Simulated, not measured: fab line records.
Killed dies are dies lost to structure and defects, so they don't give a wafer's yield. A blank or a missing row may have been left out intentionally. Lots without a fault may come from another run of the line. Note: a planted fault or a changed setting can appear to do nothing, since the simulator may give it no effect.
Chamber matching || flow n5 finfet || rie diel-05 running N5_GATE_CUT_STRIP_59: 4 sister chambers
The step strips in N2/H2, time 20 s. 4 wafers are shown with their chamber, then 11 later ones without.

== WAFERS PAIRED WITH THEIR CHAMBERS ==
{"wafer": "L084.3", "chamber": 2, "showerhead plenum p Torr (Torr)": 3.32}
{"wafer": "L084.4", "chamber": 1, "showerhead plenum p Torr (Torr)": 3.26}
{"wafer": "L084.5", "chamber": 0, "showerhead plenum p Torr (Torr)": 3.49}
{"wafer": "L089.1", "chamber": 3, "showerhead plenum p Torr (Torr)": 3.27}

== WAFERS WITHOUT THEIR CHAMBER ==
{"wafer": "L089.2", "showerhead plenum p Torr (Torr)": 3.25}
{"wafer": "L089.4", "showerhead plenum p Torr (Torr)": 3.31}
{"wafer": "L092.2", "showerhead plenum p Torr (Torr)": 3.25}
{"wafer": "L092.4", "showerhead plenum p Torr (Torr)": 3.27}
{"wafer": "L092.6", "showerhead plenum p Torr (Torr)": 3.31}
{"wafer": "L093.2", "showerhead plenum p Torr (Torr)": 3.25}
{"wafer": "L093.5", "showerhead plenum p Torr (Torr)": 3.48}
{"wafer": "L093.6", "showerhead plenum p Torr (Torr)": 3.25}
{"wafer": "L097.1", "showerhead plenum p Torr (Torr)": 3.48}
{"wafer": "L097.2", "showerhead plenum p Torr (Torr)": 3.25}
{"wafer": "L097.6", "showerhead plenum p Torr (Torr)": 3.25}

== THE CHAMBER EACH PASSED THROUGH ==
{"wafer": "L089.2", "from the rows above": "can't be placed: 1 or 3", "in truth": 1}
{"wafer": "L089.4", "from the rows above": 2, "in truth": 2}
{"wafer": "L092.2", "from the rows above": "can't be placed: 1 or 3", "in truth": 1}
{"wafer": "L092.4", "from the rows above": "can't be placed: 3 or 1", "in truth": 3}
{"wafer": "L092.6", "from the rows above": 2, "in truth": 2}
{"wafer": "L093.2", "from the rows above": "can't be placed: 1 or 3", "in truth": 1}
{"wafer": "L093.5", "from the rows above": 0, "in truth": 0}
{"wafer": "L093.6", "from the rows above": "can't be placed: 1 or 3", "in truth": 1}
{"wafer": "L097.1", "from the rows above": 0, "in truth": 0}
{"wafer": "L097.2", "from the rows above": "can't be placed: 1 or 3", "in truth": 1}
{"wafer": "L097.6", "from the rows above": "can't be placed: 1 or 3", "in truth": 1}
Correct placement for 4 of the 11. These rows do not allow placing 7 (true chamber among the candidates in 7). Placed wrongly: 0.
How it was worked out, from the rows above alone: a wafer's distance from a chamber is the root of the sum, over the readings, of the square of ((its reading less the chamber's mean) divided by the reading's scatter). If the next closest chamber is less than 2 further off than the closest, the wafer can't be placed; otherwise it belongs to the closest. The mean given for a chamber averages the wafers shown for that chamber. The scatter (one wafer shown for each chamber): square how far every hidden wafer sits from the nearest shown wafer, average those squares and take the square root.
